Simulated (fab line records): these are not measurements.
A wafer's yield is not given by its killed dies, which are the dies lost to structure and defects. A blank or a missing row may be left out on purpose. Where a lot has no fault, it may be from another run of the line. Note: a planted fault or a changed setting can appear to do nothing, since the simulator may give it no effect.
A lot that was struck, set against a sound lot / flow nandHarc / 14 steps out of a route of 1302
Sound: these wafers, L769.4, L769.5, L769.6. Struck: wafer L777.2. (L777.3, L777.5 of the same lot were not struck and are left out.) The cause comes at the end.
Each step with rows lists, per side, the tool, then ch with its chambers, then its first start. Under that, the readings that differ: sound wafers / struck wafers / difference of the means / sigmas: that difference in standard deviations of wafers without a fault.
alike: readings with means less than 2 such deviations apart, plus words and numbers identical on both sides. not compared: withheld readings, readings lacking a value on some wafer, bounds such as >300 that could conceal the same value, and numbers that have no deviation in the record and whose values overlap.
Wherever a step has rows on one side only, a row that says differs or no value, or a row with sigmas, the two part there. When numbers do not overlap yet have no deviation, they are printed without sigmas and do not part them. A reading missing from all wafers of one side parts the sides only when that side holds two or more wafers.

NHARC_A_STAIRCASE_TRIM_189: chemistry O2, time 211.2 s.
  sound on rieDiel-06 ch 0,1; struck on rieDiel-02 ch 1
reading=oesProductAu (a.u.); sound=0.964 0.975 0.977; struck=1.001; difference=+0.029; sigmas=+2
  alike: drypumpMotorCurrentA, rfVppV, showerheadPlenumPTorr, throttleValvePct
  not compared: rfHoursCounterH
NHARC_A_STAIRCASE_ETCH_190: etches the open film in C4F8/O2, target depth 100 nm, time 40.5 s.
  sound on rieDiel-06 ch 0,1,2; struck on rieDiel-02 ch 3
reading=oesProductAu (a.u.); sound=0.933 0.929 0.937; struck=0.966; difference=+0.033; sigmas=+2
  alike: rfFwdPowerW, rfVppV
  not compared: rfHoursCounterH
then, 4 steps without rows for these wafers: NHARC_A_STAIRCASE_TRIM_191 (chemistry O2, time 211.2 s); NHARC_A_STAIRCASE_ETCH_192 (etches the open film in C4F8/O2, target depth 100 nm, time 40.5 s); NHARC_A_STAIRCASE_TRIM_193 (chemistry O2, time 211.2 s); NHARC_A_STAIRCASE_ETCH_194 (etches the open film in C4F8/O2, target depth 100 nm, time 40.5 s).
NHARC_A_STAIRCASE_TRIM_196: chemistry O2, time 211.2 s.
  sound on rieDiel-06 ch 0,1, day 17 17:02; struck on rieDiel-06 ch 2, day 21 19:33
  alike: drypumpMotorCurrentA, oesProductAu, rfVppV, showerheadPlenumPTorr, throttleValvePct
  not compared: rfHoursCounterH
then, 2 steps without rows for these wafers: NHARC_A_STAIRCASE_ETCH_197 (etches the open film in C4F8/O2, target depth 100 nm, time 40.5 s); NHARC_A_STAIRCASE_TRIM_198 (chemistry O2, time 211.2 s).
NHARC_A_STAIRCASE_ETCH_199: etches the open film in C4F8/O2, target depth 100 nm, time 40.5 s.
  sound on rieDiel-06 ch 0,3; struck on rieDiel-06 ch 1
reading=oesProductAu (a.u.); sound=0.930 0.942 0.916; struck=0.963; difference=+0.034; sigmas=+2
  alike: rfFwdPowerW, rfVppV
  not compared: rfHoursCounterH
then, 1 step without rows for these wafers: NHARC_A_STAIRCASE_TRIM_200 (chemistry O2, time 211.2 s).
NHARC_A_STAIRCASE_ETCH_201: etches the open film in C4F8/O2, target depth 100 nm, time 40.5 s.
  sound on rieDiel-06 ch 0,1,3, day 17 18:31; struck on rieDiel-06 ch 0, day 21 20:12
reading=oesProductAu (a.u.); sound=0.956 0.922 0.933; struck=0.798; difference=-0.139; sigmas=-9
  alike: rfFwdPowerW, rfVppV
  not compared: rfHoursCounterH
NHARC_A_STAIRCASE_TRIM_202: chemistry O2, time 211.2 s.
  sound on rieDiel-06 ch 1,2; struck on rieDiel-06 ch 3
reading=drypumpMotorCurrentA (A); sound=5.28 5.28 5.43; struck=5.95; difference=+0.62; sigmas=+2
  alike: oesProductAu, rfVppV, showerheadPlenumPTorr, throttleValvePct
  not compared: rfHoursCounterH
-- record jumps: 9 days between struck wafers' starts before vs after; left off in module A_STAIRCASE, resumes in module END, first step shown is number 1302 of the route --
NHARC_END_SORT_01:
  sound on prober-01 ch 0, day 26 11:14; struck on prober-01 ch 0, day 30 08:45
reading=hold; sound=- - -; struck=awaitDispo/2.4h/release; difference=no value on the sound wafers; sigmas=
reading=killedAtArray; sound=33 30 28; struck=309; difference=+279; sigmas=+12
reading=killedDies; sound=37 32 30; struck=311; difference=+278; sigmas=+12
reading=killedShort; sound=2 2 1; struck=5; difference=+3; sigmas=+2
  alike: killedAtOther, killedAtPeriphery, killedOpen

WHERE THEY PART
First at NHARC_A_STAIRCASE_TRIM_189; last, within this record, at NHARC_END_SORT_01.

WHY: what the simulator had put in
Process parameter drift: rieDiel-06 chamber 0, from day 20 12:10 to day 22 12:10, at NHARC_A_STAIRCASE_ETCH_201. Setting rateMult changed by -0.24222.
